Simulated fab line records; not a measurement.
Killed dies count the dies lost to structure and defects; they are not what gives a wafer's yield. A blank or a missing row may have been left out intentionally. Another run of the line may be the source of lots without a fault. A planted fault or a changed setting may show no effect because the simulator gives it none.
8D (eight disciplines) problem report, filled in by code + flow n5_finfet + the parts of the form that need people (team, actions taken, sign-off) are left out

== 1. THE ISSUE ==
Wafers without a fault read 87.8 s, standard deviation 0.39; run_length_s at N5_BEOL_M1_VIA_ETCH_34 reads a mean of 92.9 s on 4 wafers belonging to 3 lots. That is +13 standard deviations from the usual mean.
The step: etches the open film in C4F6/O2, target depth 67.8 nm, time 64.4 s.
First seen on wafer L147.5, day 9 15:27, on rie_diel-02. The record has a number at this step for 27 wafers belonging to 10 lots. By rule, "out" or "out of limits" means more than 4 standard deviations away from the usual mean. The rest of the wafers with a number are treated as sound.

== 2. WHAT IT IS, WHAT IT ISN'T ==
| question                    | is                             | is not                                                                                 |
|-----------------------------|--------------------------------|----------------------------------------------------------------------------------------|
| which readings at this step | run_length_s                   | drypump_motor_current_A, rf_vpp_V, showerhead_plenum_p_Torr, throttle_valve_pct        |
| which lots                  | L147, L148, L150               | L135, L140, L142, L144, L151, L153, L156                                               |
| which wafers of those lots  | L147.5, L148.5, L148.6, L150.6 | L147.2, L150.3                                                                         |
| read on which tools         | rie_diel-02                    | rie_diel-03, rie_diel-04                                                               |
| when                        | from day 9 15:27               | up to then (13 sound wafers); but 10 sound wafers of L150, L151, L153, L156 came after |

== 3. WHAT RULES OUT EACH SUSPECT ==
Counting: a tool at a process step up to the reading stays a suspect if it ran every lot that is out. Sound lots after the first of them don't rule it out here, since some wafers of a struck lot are sound.
- rie_diel-02 at N5_BEOL_M1_VIA_ETCH_34 (etches the open film in C4F6/O2, target depth 67.8 nm, time 64.4 s): kept. It processed each lot that is out (first: L147, day 9 15:27); up to then, its last sound lot is L144 (day 8 22:25). Its own readings are out on those wafers: run_length_s.
- Within rie_diel-02 at N5_BEOL_M1_VIA_ETCH_34: the wafers that are out ran in chambers 0, 1, 3; their sound lot-mates ran in chamber 2.
Remaining after the count: rie_diel-02 at N5_BEOL_M1_VIA_ETCH_34.

== 4. THE CAUSE (what the simulator had put in) ==
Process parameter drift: rie_diel-02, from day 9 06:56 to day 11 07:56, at N5_BEOL_M1_VIA_ETCH_34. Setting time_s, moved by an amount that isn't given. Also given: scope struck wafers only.
This tool alone remained once counting was done.

== 5. THE CHAIN OF EFFECTS, in route order ==
Each row: a reading where the mean over the struck wafers with a number is more than 3 standard deviations away from the usual. Only readings whose record carries a usual standard deviation are examined. hours: median over the lots of the time between each lot's start at the first step of this table that gives one and its start at this step. sigmas: the change, counted in usual standard deviations.
| hours | step                   | reading      | usual  | on struck wafers | change | sigmas |
|-------|------------------------|--------------|--------|------------------|--------|--------|
| 0     | N5_BEOL_M1_VIA_ETCH_34 | run_length_s | 87.8 s | 92.9             | +5.1   | +13    |
Its process steps:
- N5_BEOL_M1_VIA_ETCH_34: etches the open film in C4F6/O2, target depth 67.8 nm, time 64.4 s.
Later measuring or inspecting steps at which every struck wafer that the step has a row for has a number for every such reading, and none has moved that far: N5_BEOL_M4_RC_MEAS_101.

== 6. HOW IT WOULD HAVE BEEN CAUGHT EARLIER ==
In this record no reading fell out of limits until day 9 15:27, 9 hours after the fault had begun at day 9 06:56.
